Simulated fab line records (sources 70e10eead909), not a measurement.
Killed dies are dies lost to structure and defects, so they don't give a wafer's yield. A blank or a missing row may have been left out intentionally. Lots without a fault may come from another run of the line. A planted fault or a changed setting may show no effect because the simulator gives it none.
One fault through the eyes of 2 desks / flow nand harc / numbers are kept per desk, each desk with only its own; the story behind them comes last

## TOOL OWNER'S DESK, pecvd onon-04
The tool's own readings at NHARC_A_ONON_D2_DEP_06 (target thk 1000 nm): means of the sampled wafers that have a number, for each lot that ran on this tool. The brackets show how far a lot's mean lies from the usual mean; more than 4 standard deviations puts the lot out of limits, marked OUT.
Columns: A = sih4 flow sccm at NHARC_A_ONON_D2_DEP_06, usual 209.8 sccm
lot=L938; first seen here=day 13 15:44; A=210.4
lot=L941; first seen here=day 15 01:49; A=209.3
lot=L942; first seen here=day 15 13:16; A=210.6
lot=L946; first seen here=day 16 22:04; A=210.2
lot=L952; first seen here=day 20 00:02; A=210.4
lot=L953; first seen here=day 20 00:25; A=209.9
Finding of this desk: none of the 6 lots has anything out of limits.

## FROM THE METROLOGY DESK
Means of the sampled wafers that have a number, per lot and without regard to the tool the lot ran on: this is what the gauges read. The brackets show how far a lot's mean lies from the usual mean; more than 4 standard deviations puts the lot out of limits, marked OUT.
Columns: A = cd nm at NHARC_THIN_TSV_CD_MEAS_37, usual 5000.0 nm
lot=L938; first seen here=day 25 01:39; A=4999.4
lot=L936; first seen here=day 25 03:02; A=4997.7
lot=L941; first seen here=day 26 14:44; A=4998.3
lot=L940; first seen here=day 27 04:25; A=5001.2
lot=L942; first seen here=day 27 15:32; A=5002.7
lot=L943; first seen here=day 27 16:59; A=5003.7
lot=L944; first seen here=day 27 18:35; A=5001.2
lot=L946; first seen here=day 28 12:34; A=4999.9
lot=L945; first seen here=day 28 13:57; A=4998.8
lot=L947; first seen here=day 28 18:10; A=5000.4
lot=L953; first seen here=day 31 13:43; A=5001.3
lot=L952; first seen here=day 31 15:10; A=5001.3
lot=L957; first seen here=day 34 06:28; A=4999.4
Finding of this desk: none of the 13 lots has anything out of limits.

## BROUGHT TOGETHER
The tool owner's desk saw nothing out of limits.
At the metrology desk, nothing out of limits was observed.

## WHAT THE SIMULATOR PUT IN
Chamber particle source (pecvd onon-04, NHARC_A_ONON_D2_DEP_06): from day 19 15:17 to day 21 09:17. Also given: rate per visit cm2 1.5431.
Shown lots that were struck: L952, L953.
